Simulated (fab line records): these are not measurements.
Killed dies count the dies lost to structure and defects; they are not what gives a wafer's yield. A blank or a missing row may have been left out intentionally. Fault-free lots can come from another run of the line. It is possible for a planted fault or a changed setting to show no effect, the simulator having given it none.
A struck lot beside a sound one ; flow nand harc ; 14 out of 1159 route steps
Sound: the wafers L361.2, L361.4, L361.5. Wafers struck: L371.2, L371.4, L371.6. The cause is named last.
At each step with rows: each side's tool, then ch and its chambers, then its first start. Under that, the readings that differ: sound wafers ; struck wafers ; difference of the means ; sigmas: that difference in standard deviations of wafers without a fault.
alike: readings with means less than 2 such deviations apart, plus words and numbers identical on both sides. not compared: withheld readings, readings lacking a value on some wafer, bounds such as >300 that could conceal the same value, and numbers that have no deviation in the record and whose values overlap.
Wherever a step has rows on one side only, a row that says differs or no value, or a row with sigmas, the two part there. When numbers do not overlap yet have no deviation, they are printed without sigmas and do not part them. A reading missing from all wafers of one side parts the sides only when that side holds two or more wafers.

first, 1 step without rows for these wafers: NHARC_A_M1_PRE_CLEAN_30 (time 30 s).
NHARC_A_M1_PVD_20: deposits TaN, target thk 5 nm, time 8.06 s.
  sound on pvd sputter-01; struck on pvd sputter-01
  alike: cathode dc power W, chamber pressure pa, substrate temp c, throttle valve pct
NHARC_A_M1_PVD_21: deposits Cu, target thk 30 nm, time 20.49 s.
  sound on pvd sputter-01; struck on pvd sputter-01
  alike: cathode dc power W, chamber pressure pa, substrate temp c, throttle valve pct
then, 1 step without rows for these wafers: NHARC_A_M1_ECD_22 (material Cu, target thk 400 nm).
NHARC_A_M1_ANNEAL_31: time 90 s.
  sound on rtp anneal-01 ch 0, day 18 00:08; struck on rtp anneal-02 ch 0, day 20 16:58
  alike: wafer_temp_C_max
NHARC_A_M1_CMP_23: polishes, t overpolish 20 s, target thk 154.34 nm.
  sound on cmp-01 ch 0,2,3, day 18 00:25; struck on cmp-02 ch 0,1,2, day 20 17:19
  alike: motor current A, slurry flow ml min, time to endpoint s
NHARC_A_M1_THK_MEAS_24: measures by xrf.
  sound on film metro-02 at day 18 00:44; struck on film metro-01 at day 20 17:34
  alike: thk nm
next, for these wafers, 1 step has no rows: NHARC_A_M1_SRD_25.
NHARC_A_M1_INSPECT_27:
  sound on defect inspect-02 at day 18 00:55; struck on defect inspect-01 at day 20 17:44
  alike: raw defect count
then, 1 step without rows for these wafers: NHARC_A_M1_PRE_CLEAN_32 (time 12 s).
NHARC_A_M1_DEP_33: deposits SiCN, target thk 30 nm.
  sound on pecvd-04 ch 0, day 18 01:06; struck on pecvd-02 ch 0,1,2, day 20 17:52
reading;sound;struck;difference;sigmas
heater power w (W);399 390 398;711 523 566;+204;+2
  alike: chamber pressure Torr, heater power outer w
NHARC_A_BONDPAD_DEP_00: deposits SiCN, target thk 250 nm.
  sound on pecvd-01 ch 0,1,2, day 18 01:50; struck on pecvd-01 ch 0,1,2, day 20 18:26
  no value came back on the struck wafers for chamber pressure Torr (Torr), heater power outer w (W), heater power w (W); on the sound wafers chamber pressure Torr (Torr) reads 3.006 3.009 3.001
then, 2 steps without rows for these wafers: NHARC_A_BONDPAD_CMP_29 (polishes SiCN, target thk 200 nm); NHARC_END_SORT_01.

WHERE THEY PART
Earliest at NHARC_A_M1_DEP_33; latest, in this record, at NHARC_A_BONDPAD_DEP_00.

WHY: the cause the simulator had injected
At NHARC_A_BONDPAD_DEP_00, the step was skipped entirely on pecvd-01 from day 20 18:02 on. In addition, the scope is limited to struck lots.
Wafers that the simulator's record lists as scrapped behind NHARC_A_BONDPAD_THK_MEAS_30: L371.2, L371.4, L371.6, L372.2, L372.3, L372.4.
